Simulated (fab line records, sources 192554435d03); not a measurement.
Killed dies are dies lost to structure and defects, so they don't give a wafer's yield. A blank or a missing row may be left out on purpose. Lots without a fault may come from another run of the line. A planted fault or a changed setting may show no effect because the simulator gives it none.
Chamber matching | flow n5_finfet | N5_ZERO_LAYER_DESCUM_16 on rie_diel-01: 4 sister chambers
The step chemistry O2, time 7.9 s. 20 wafers are shown with their chamber, then 10 later ones without.

WAFERS WITH THEIR CHAMBER
wafer  | chamber | drypump_motor_current_A (A) | throttle_valve_pct (%) | showerhead_plenum_p_Torr (Torr)
L076.3 | 1       | 4.9                         | 20.37                  | 2.16
L076.4 | 2       | 6.0                         | 20.10                  | 2.03
L076.6 | 3       | 5.9                         | 20.82                  | 2.08
L080.1 | 2       | 6.0                         | 20.12                  | 2.02
L080.5 | 2       | 6.0                         | 20.11                  | 2.02
L080.6 | 3       | 5.9                         | 20.84                  | 2.07
L081.1 | 0       | 6.7                         | 20.21                  | 2.06
L081.2 | 1       | 5.0                         | 20.40                  | 2.16
L081.3 | 3       | 5.9                         | 20.85                  | 2.07
L086.1 | 0       | 6.7                         | 20.23                  | 2.06
L086.4 | 3       | 5.8                         | 20.88                  | 2.07
L086.5 | 3       | 5.9                         | 20.86                  | 2.07
L088.3 | 3       | 5.9                         | 20.86                  | 2.07
L088.5 | 1       | 4.9                         | 20.40                  | 2.15
L088.6 | 0       | 6.7                         | 20.23                  | 2.06
L091.1 | 0       | 6.7                         | 20.25                  | 2.06
L091.2 | 2       | 6.0                         | 20.14                  | 2.02
L091.4 | 3       | 5.9                         | 20.88                  | 2.07
L092.1 | 3       | 5.9                         | 20.85                  | 2.07
L092.4 | 2       | 6.0                         | 20.14                  | 2.02

SIGNATURES (means of the wafers above)
reading                  | chamber 0 | chamber 1 | chamber 2 | chamber 3 | scatter within a chamber
drypump_motor_current_A  | 6.700     | 4.933     | 6.000     | 5.888     | 0.031
throttle_valve_pct       | 20.2300   | 20.3900   | 20.1220   | 20.8550   | 0.0185
showerhead_plenum_p_Torr | 2.0600    | 2.1567    | 2.0220    | 2.0713    | 0.00383
Rule: a wafer's distance from a chamber is the root of the sum, over the readings, of the square of ((its reading less the chamber's mean) divided by the reading's scatter). The wafer belongs to the nearest chamber; if the next one is less than 2 further off, it can't be placed. The scatter: the root of (the sum of the squares of (reading less its chamber's mean) over the shown wafers, divided by (wafers less chambers)).

WAFERS WITHOUT THEIR CHAMBER
wafer  | drypump_motor_current_A (A) | throttle_valve_pct (%) | showerhead_plenum_p_Torr (Torr)
L092.5 | 6.7                         | 20.25                  | 2.06
L093.1 | 6.7                         | 20.24                  | 2.06
L093.2 | 4.9                         | 20.41                  | 2.15
L093.4 | 5.8                         | 20.88                  | 2.07
L095.1 | 4.9                         | 20.42                  | 2.15
L095.2 | 6.0                         | 20.16                  | 2.01
L095.3 | 5.9                         | 20.90                  | 2.06
L096.1 | 4.9                         | 20.42                  | 2.15
L096.3 | 6.0                         | 20.13                  | 2.01
L096.4 | 5.9                         | 20.88                  | 2.06

WHICH CHAMBER EACH WENT THROUGH
wafer  | from the rows above | in truth
L092.5 | 0                   | 0
L093.1 | 0                   | 0
L093.2 | 1                   | 1
L093.4 | 3                   | 3
L095.1 | 1                   | 1
L095.2 | 2                   | 2
L095.3 | 3                   | 3
L096.1 | 1                   | 1
L096.3 | 2                   | 2
L096.4 | 3                   | 3
Placed correctly: 10 of 10. Can't be placed from these rows: 0. Placed wrongly: 0.
